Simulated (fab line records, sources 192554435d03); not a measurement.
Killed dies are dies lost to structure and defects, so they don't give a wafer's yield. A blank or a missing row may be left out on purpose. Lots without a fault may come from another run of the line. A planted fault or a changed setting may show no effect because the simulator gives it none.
fab line records | flow n5_finfet | part 2 of 2: steps 5 to 6 of 6
record lots=22 wafers=66 last_day=18
route steps=1938 shown MOL_CONTACT_COAG@603 BEOL_M0_SAQP@633
lots that met no fault: from a run of the same line without faults
start_h: hours from the record's first day to the start of the lot's first wafer shown | wait_h: hours since the lot's step before | " the same as in the row above | L1.1+2: a row that stands for several wafers | - no value, or no start given | * or withheld: withheld | < > ~ a bound
route shown NAME@n: a module of which the file shows steps, and the number in the route of the first | usual: mean/standard deviation of fault-free wafers | same: alike in all rows | chamber/n: place in a boat | sites: the reading at each site | _std_site: their standard deviation | _edge_site: outer sites' mean less inner sites' | radius_mm: how far each site lies from the wafer's centre | mask NAME#n: copy n | behind: the tool/chamber that last shaped the wafer | hold: why the lot was held/for how many hours/how that ended | device: the transistor (n, p or np) that didn't switch | end of line: the same wafers' tests at the end of the route | a step without rows: its recipe alone | killed: dies lost to structure and defects at the first sort, not the wafer's yield | map: a wafer's dies, x killed, . not, _ none there
set.NAME: the setting as run; set.NAME@STEP: as run at that earlier step | model.NAME: the simulator's own value behind a step, which no gauge read
steps of the route over a sample of lots; a table a step, a row a wafer
services: from which hour (start_h, from the record's first day; less than 0 if before it) a tool's chamber was out of use, for how many hours, and why
## steps
# step N5_BEOL_M0_SAQP_ETCH_84
# recipe chemistry=N2/H2 target=SOC target_depth_a=1000 overetch_a=200 mask_material=SiARC temp_c=40 time_s=150 ion_energy_ev=200 pressure_mtorr=30 source_w=840 bias_w=150 n2_flow_sccm=200 h2_flow_sccm=200
# usual bias_w=150.0/0.4 drypump_motor_current_A=5.9/0.31 oes_product_au=0.70/0.073 rf_fwd_power_W=836.7/2.2 rf_vpp_V=524.6/1.6 showerhead_plenum_p_Torr=2.57/0.049 temp_c=39.99/0.12 throttle_valve_pct=17.84/0.24
# columns lot.wafer tool chamber start_h wait_h bias_w drypump_motor_current_A oes_product_au rf_fwd_power_W rf_hours_counter_h rf_vpp_V showerhead_plenum_p_Torr temp_c throttle_valve_pct
L074.2 rie_diel-01 3 108.43 0.0 149.5 5.8 0.73 838.9 94 521.6 2.47 39.85 18.06
L074.3 " 0 " " 150.0 6.3 0.62 835.9 227 526.6 2.61 39.87 17.66
L074.4 " 2 " " 149.5 5.5 0.63 834.7 187 526.0 2.64 39.99 18.12
L075.1 rie_diel-05 2 111.92 0.0 150.3 5.5 0.76 838.8 44 526.5 2.59 40.01 17.70
L075.2 " 1 " " 150.0 5.9 0.81 836.6 20 525.5 2.59 40.20 17.35
L075.3 " 0 " " 149.9 6.1 0.81 836.1 23 525.2 2.60 40.22 17.88
L076.1 rie_diel-02 0 116.41 0.0 150.4 5.4 0.74 837.8 57 524.3 2.59 40.01 17.74
L076.2 " 3 " " 150.2 5.7 0.69 834.8 126 524.3 2.55 39.86 17.59
L076.5 " 0 " " 150.4 5.4 0.74 837.6 - 523.6 2.59 40.11 17.76
L077.3 rie_diel-05 2 125.39 0.0 150.7 5.5 0.75 839.5 48 524.3 2.59 40.05 17.69
L077.4 " 0 " " 150.2 6.1 0.79 838.6 27 524.8 2.60 40.02 17.89
L077.6 " 1 " " 149.9 5.9 0.81 837.8 - 524.5 2.59 39.90 17.35
L078.4 rie_diel-05 2 130.29 0.0 149.6 5.5 0.75 839.5 49 525.0 2.59 39.89 17.70
L078.5 " 0 " " 150.1 6.1 0.79 838.9 - 524.3 2.60 39.93 17.90
L078.6 " 3 " " 150.4 6.0 0.64 835.1 - 525.0 2.64 39.88 17.87
L079.2 rie_diel-02 3 138.73 0.0 149.4 5.6 0.68 833.8 134 524.1 2.55 39.93 17.61
L079.3 " 1 " " 150.6 6.4 0.66 835.1 158 523.6 2.54 39.99 18.14
L079.6 " 3 " " 150.1 5.7 0.67 834.9 - 524.7 2.55 39.93 17.62
L080.1 rie_diel-05 0 144.06 0.0 149.9 6.1 0.80 838.5 32 525.8 2.59 40.00 17.90
L080.3 " 1 " " 149.8 5.9 0.80 835.3 29 525.1 2.59 40.18 17.35
L080.4 " 3 " " 150.3 6.0 0.64 835.6 211 525.1 2.63 39.98 17.89
L081.1 rie_diel-05 0 149.83 0.0 150.4 6.1 0.79 839.5 34 524.6 2.59 39.82 17.89
L081.2 " 3 " " 149.8 6.0 0.64 836.1 212 526.7 2.63 39.96 17.85
L081.6 " 3 " " 149.9 6.0 0.64 835.6 - 525.3 2.63 39.90 17.87
L082.2 rie_diel-01 2 160.36 0.0 149.7 5.5 0.63 837.4 205 525.9 2.63 39.84 18.15
L082.4 " 1 " " 150.0 5.9 0.62 840.9 224 522.9 2.51 39.79 17.81
L082.5 " 2 " " 149.8 5.5 0.62 833.8 - 524.0 2.63 40.02 18.16
L083.3 rie_diel-01 0 164.00 0.0 149.9 6.3 0.62 835.8 244 525.2 2.60 40.07 17.71
L083.4 " 1 " " 149.9 5.9 0.62 837.0 225 522.6 2.51 39.97 17.80
L083.5 " 2 " " 150.3 5.5 0.63 835.9 - 525.5 2.63 39.92 18.16
L084.1 rie_diel-01 2 165.34 0.0 149.9 5.5 0.62 841.2 206 527.3 2.63 39.95 18.17
L084.5 " 2 " " 150.2 5.5 0.62 840.3 - 526.9 2.63 39.97 18.18
L084.6 " 3 " " 150.0 5.8 0.71 835.1 - 522.3 2.46 40.00 18.07
L085.2 rie_diel-05 2 175.64 0.0 149.9 5.5 0.73 838.0 62 525.3 2.58 39.92 17.72
L085.4 " 3 " " 149.6 6.0 0.63 837.0 220 527.0 2.63 39.93 17.89
L085.5 " 2 " " 149.4 5.5 0.73 836.6 - 525.9 2.58 40.03 17.72
L086.2 rie_diel-01 0 181.03 0.0 149.6 6.3 0.60 838.6 249 525.8 2.60 40.06 17.73
L086.3 " 2 " " 149.6 5.5 0.62 838.4 211 526.1 2.63 40.08 18.16
L086.6 " 1 " " 150.2 5.9 0.62 833.6 - 524.4 2.51 39.97 17.81
L087.2 rie_diel-02 1 187.65 0.0 150.7 6.3 0.65 836.3 176 522.2 2.53 39.83 18.18
L087.3 " 0 " " 149.1 5.5 0.72 834.2 82 522.6 2.58 39.86 17.81
L087.5 " 0 " " 149.4 5.5 0.71 837.6 - 523.3 2.58 39.99 17.79
L088.1 rie_diel-05 2 191.41 0.0 150.0 5.5 0.73 838.6 65 525.7 2.58 40.08 17.76
L088.4 " 3 " " 150.1 6.0 0.63 837.1 224 526.8 2.63 39.88 17.90
L088.5 " 0 " " 150.2 6.1 0.78 834.7 - 524.1 2.59 39.94 17.92
L089.2 rie_diel-02 2 198.92 0.0 150.4 6.3 0.83 836.2 13 525.1 2.59 39.97 17.72
L089.3 " 0 " " 150.1 5.4 0.71 837.5 86 524.7 2.57 40.01 17.81
L089.6 " 1 " " 150.3 6.3 0.65 839.1 - 522.6 2.53 39.97 18.19
L092.1 rie_diel-05 3 213.89 0.0 150.1 6.0 0.63 838.8 230 524.9 2.63 39.68 17.91
L092.2 " 2 " " 150.3 5.5 0.72 840.1 72 525.7 2.58 40.10 17.77
L092.3 " 0 " " 150.0 6.0 0.77 838.0 52 524.4 2.59 39.89 17.93
L093.3 rie_diel-02 0 219.81 0.0 150.1 5.4 0.70 837.8 93 524.1 2.57 40.14 17.83
L093.5 " 3 " " 150.2 5.6 0.66 831.8 - 522.6 2.54 39.90 17.64
L093.6 " 2 " " 150.0 6.3 0.82 834.6 - 527.7 2.59 39.88 17.72
L094.1 rie_diel-05 2 225.38 0.0 149.9 5.5 0.73 836.8 76 524.9 2.58 40.04 17.75
L094.4 " 1 " " 150.0 5.8 0.78 837.4 49 524.0 2.58 39.88 17.39
L094.5 " 1 " " 149.9 5.9 0.77 834.9 - 525.1 2.58 40.12 17.38
L095.2 rie_diel-05 2 236.77 0.0 151.1 5.5 0.72 836.8 79 524.5 2.58 40.15 17.76
L095.4 " 0 " " 149.9 6.1 0.76 837.9 59 526.4 2.58 39.79 17.93
L095.6 " 1 " " 149.1 5.9 0.77 834.7 - 525.0 2.58 40.03 17.39
L096.1 rie_diel-02 0 242.50 0.0 149.8 5.4 0.70 837.9 99 524.7 2.57 40.04 17.85
L096.2 " 2 " " 150.3 6.3 0.81 833.2 26 525.2 2.59 39.88 17.74
L096.4 " 1 " " 149.8 6.4 0.64 830.8 193 523.2 2.53 40.15 18.22
L097.2 rie_diel-01 0 250.36 0.0 149.9 6.4 0.84 838.2 12 525.0 2.60 40.02 17.32
L097.4 " 0 " " 149.3 6.3 0.84 840.1 - 525.6 2.59 40.15 17.32
L097.5 " 2 " " 151.0 5.5 0.61 835.3 - 526.4 2.61 40.09 18.21
# step N5_BEOL_M0_SAQP_ETCH_88
# recipe chemistry=N2/H2 target=underlayer target_depth_a=65 time_s=5.2 ion_energy_ev=200 mask_material=CAR-EUV pressure_mtorr=30 source_w=840 bias_w=150 n2_flow_sccm=200 h2_flow_sccm=200 ends=cleared
# usual bias_w=149.9/0.46 drypump_motor_current_A=5.9/0.32 etch_rf_on_time_s=5.17/0.092 oes_product_au=0.65/0.069 rf_fwd_power_W=819.0/2.6 rf_vpp_V=524.6/1.8 showerhead_plenum_p_Torr=2.57/0.05 throttle_valve_pct=17.88/0.23
# columns lot.wafer tool chamber start_h wait_h bias_w drypump_motor_current_A etch_rf_on_time_s oes_product_au rf_fwd_power_W rf_hours_counter_h rf_vpp_V showerhead_plenum_p_Torr throttle_valve_pct
L074.2 rie_diel-01 2 112.43 0.0 150.6 5.5 5.21 0.60 821.4 189 525.9 2.63 18.14
L074.3 " 1 " " 149.7 5.9 5.25 0.59 817.2 209 524.2 2.52 17.79
L074.4 " 3 " " 150.3 5.8 5.13 0.69 820.1 95 521.0 2.47 18.11
L075.1 rie_diel-01 0 116.44 0.0 150.4 6.4 5.27 0.59 821.4 229 527.5 2.61 17.73
L075.2 " 3 " " 150.5 5.8 5.17 0.69 819.2 97 520.6 2.46 18.07
L075.3 " 2 " " 150.8 5.5 5.16 0.61 821.9 190 524.2 2.63 18.13
L076.1 rie_diel-01 2 121.13 0.0 149.6 5.5 5.20 0.60 819.4 193 523.9 2.63 18.17
L076.2 " 1 " " 149.9 5.9 5.34 0.60 822.5 212 522.8 2.52 17.81
L076.5 " 3 " " 150.0 5.8 5.18 0.68 817.8 - 521.6 2.46 18.08
L077.3 rie_diel-05 0 129.24 0.0 150.3 6.1 5.04 0.79 820.5 28 524.3 2.60 17.92
L077.4 " 3 " " 150.0 6.0 5.15 0.61 821.1 207 524.4 2.64 17.89
L077.6 " 3 " " 150.0 6.0 5.21 0.61 819.8 - 525.4 2.64 17.91
L078.4 rie_diel-02 0 138.95 0.0 149.4 5.4 5.17 0.69 816.9 - 525.9 2.58 17.79
L078.5 " 3 " " 149.5 5.6 5.11 0.64 822.6 - 523.6 2.55 17.62
L078.6 " 1 " " 150.1 6.4 5.03 0.64 820.8 - 524.7 2.54 18.20
L079.2 rie_diel-01 1 142.66 0.0 150.3 5.9 5.22 0.59 824.9 219 523.1 2.52 17.82
L079.3 " 0 " " 150.7 6.3 5.31 0.59 819.4 238 525.4 2.61 17.72
L079.6 " 3 " " 149.1 5.8 5.13 0.68 819.4 - 521.6 2.46 18.09
L080.1 rie_diel-02 1 147.76 0.0 149.7 6.4 5.01 0.64 816.9 162 525.5 2.54 18.19
L080.3 " 3 " " 149.8 5.7 5.18 0.64 821.8 137 523.9 2.55 17.65
L080.4 " 3 " " 150.2 5.7 5.14 0.64 820.8 - 524.6 2.55 17.64
L081.1 rie_diel-02 0 153.85 0.0 149.8 5.4 5.13 0.70 819.3 71 526.1 2.58 17.79
L081.2 " 1 " " 150.0 6.4 5.06 0.64 819.0 164 525.0 2.54 18.18
L081.6 " 3 " " 150.2 5.7 5.20 0.63 819.3 - 524.2 2.55 17.66
L082.2 rie_diel-05 3 164.26 0.0 150.9 6.1 5.16 0.61 817.7 217 524.0 2.63 17.94
L082.4 " 2 " " 150.4 5.5 5.16 0.71 816.2 59 527.1 2.59 17.75
L082.5 " 3 " " 150.0 6.0 5.15 0.62 819.6 - 530.1 2.63 17.95
L083.3 rie_diel-02 0 168.55 0.0 150.6 5.4 5.07 0.70 821.4 76 524.1 2.58 17.80
L083.4 " 2 " " 149.9 6.4 4.98 0.85 818.4 2 525.7 2.60 17.72
L083.5 " 2 " " 149.3 6.3 4.92 0.85 821.0 - 525.5 2.60 17.74
L084.1 rie_diel-01 1 169.40 0.0 149.9 5.9 5.25 0.58 820.2 227 523.2 2.51 17.83
L084.5 " 3 " " 150.0 5.8 5.14 0.69 822.1 - 522.9 2.46 18.12
L084.6 " 2 " " 149.5 5.5 5.13 0.59 814.7 - 524.3 2.63 18.21
L085.2 rie_diel-01 0 181.67 0.0 149.2 6.3 5.24 0.56 817.3 249 526.6 2.60 17.73
L085.4 " 1 " " 149.8 5.9 5.23 0.58 816.7 230 522.4 2.51 17.84
L085.5 " 1 " " 149.5 5.9 5.25 0.59 818.8 - 524.6 2.51 17.86
L086.2 rie_diel-01 2 187.28 0.0 149.9 5.5 5.23 0.59 823.6 213 524.3 2.62 18.20
L086.3 " 0 " " 149.8 6.3 5.31 0.56 822.2 251 528.2 2.60 17.74
L086.6 " 2 " " 149.8 5.5 5.26 0.59 823.4 - 526.7 2.62 18.20
L087.2 rie_diel-05 1 192.09 0.0 150.1 5.8 5.20 0.75 818.4 41 523.9 2.58 17.41
L087.3 " 2 " " 149.0 5.5 5.20 0.70 819.5 66 526.2 2.58 17.75
L087.5 " 0 " " 149.6 6.1 5.03 0.74 815.4 - 524.3 2.59 17.95
L088.1 rie_diel-01 0 195.54 0.0 150.0 6.3 5.33 0.57 820.5 254 525.3 2.60 17.75
L088.4 " 1 " " 150.2 5.9 5.28 0.58 817.1 - 523.6 2.51 17.84
L088.5 " 0 " " 150.8 6.3 5.31 0.57 819.5 - 524.3 2.60 17.74
L089.2 rie_diel-02 1 203.07 0.0 150.2 6.4 5.05 0.63 819.7 182 523.3 2.53 18.22
L089.3 " 0 " " 149.8 5.4 5.14 0.69 816.3 87 525.7 2.57 17.84
L089.6 " 0 " " 149.7 5.4 5.16 0.68 816.6 - 523.8 2.57 17.84
L092.1 rie_diel-05 1 217.95 0.0 149.5 5.9 5.25 0.73 822.4 47 527.1 2.58 17.42
L092.2 " 3 " " 150.0 6.0 5.27 0.59 818.6 232 523.4 2.62 17.92
L092.3 " 2 " " 150.8 5.5 5.24 0.68 814.3 74 523.0 2.58 17.78
L093.3 rie_diel-02 1 223.64 0.0 150.4 6.4 5.08 0.63 822.8 188 524.5 2.53 18.21
L093.5 " 0 " " 150.0 5.5 5.16 0.67 820.1 - 525.3 2.57 17.84
L093.6 " 3 " " 150.3 5.6 5.16 0.63 818.9 - 522.1 2.54 17.69
L094.1 rie_diel-05 1 229.36 0.0 150.2 5.8 5.22 0.73 819.3 50 525.2 2.58 17.43
L094.4 " 3 " " 149.9 6.0 5.21 0.58 819.4 236 527.6 2.62 17.93
L094.5 " 1 " " 150.0 5.8 5.21 0.74 821.1 - 526.8 2.58 17.41
L095.2 rie_diel-05 3 240.47 0.0 149.9 6.0 5.24 0.59 814.2 239 526.6 2.62 17.97
L095.4 " 0 " " 149.9 6.1 5.09 0.74 820.2 60 525.9 2.58 17.94
L095.6 " 0 " " 150.3 6.1 5.06 0.73 818.0 - 525.4 2.58 17.97
L096.1 rie_diel-01 2 246.59 0.0 150.0 5.5 5.21 0.57 821.3 236 525.8 2.61 18.25
L096.2 " 3 " " 149.9 5.8 5.21 0.67 816.8 136 521.5 2.45 18.14
L096.4 " 0 " " 150.1 6.3 5.10 0.81 817.9 - 525.4 2.60 17.34
L097.2 rie_diel-02 2 254.70 0.0 150.3 6.3 4.91 0.78 816.7 30 525.9 2.59 17.78
L097.4 " 0 " " 150.1 5.4 5.07 0.67 821.0 103 524.5 2.57 17.87
L097.5 " 3 " " 150.3 5.7 5.15 0.62 818.3 - 521.7 2.54 17.71
## services
# columns tool chamber start_h hours kind
rie_diel-05 3 94.96 1.2 repair
pecvd-04 0 124.85 5.0 scheduled_down
pecvd-04 - 127.70 0.8 pm
pecvd-02 - 137.13 1.7 repair
rie_diel-02 2 138.40 - clean
rie_diel-01 3 147.65 1.5 repair
pecvd-02 1 151.52 2.1 scheduled_down
rie_diel-02 3 191.01 10.1 repair
rie_diel-01 0 196.11 - clean
rie_diel-01 0 196.11 - consumable_replace:focus_ring
rie_diel-01 0 196.11 21.7 scheduled_down
rie_diel-01 0 196.11 21.7 vent_cycle
pecvd-04 - 200.20 0.3 repair
pecvd-03 2 202.38 - clean
pecvd-03 2 202.38 - consumable_replace:showerhead
pecvd-03 2 202.38 29.0 scheduled_down
pecvd-03 2 202.38 29.0 vent_cycle
rie_diel-05 1 210.89 6.7 repair
rie_diel-01 1 233.89 - clean
rie_diel-01 1 233.89 - consumable_replace:focus_ring
rie_diel-01 1 233.89 18.3 scheduled_down
rie_diel-01 1 233.89 18.3 vent_cycle
pecvd-02 0 253.33 6.3 repair
pecvd-04 0 254.36 4.9 repair
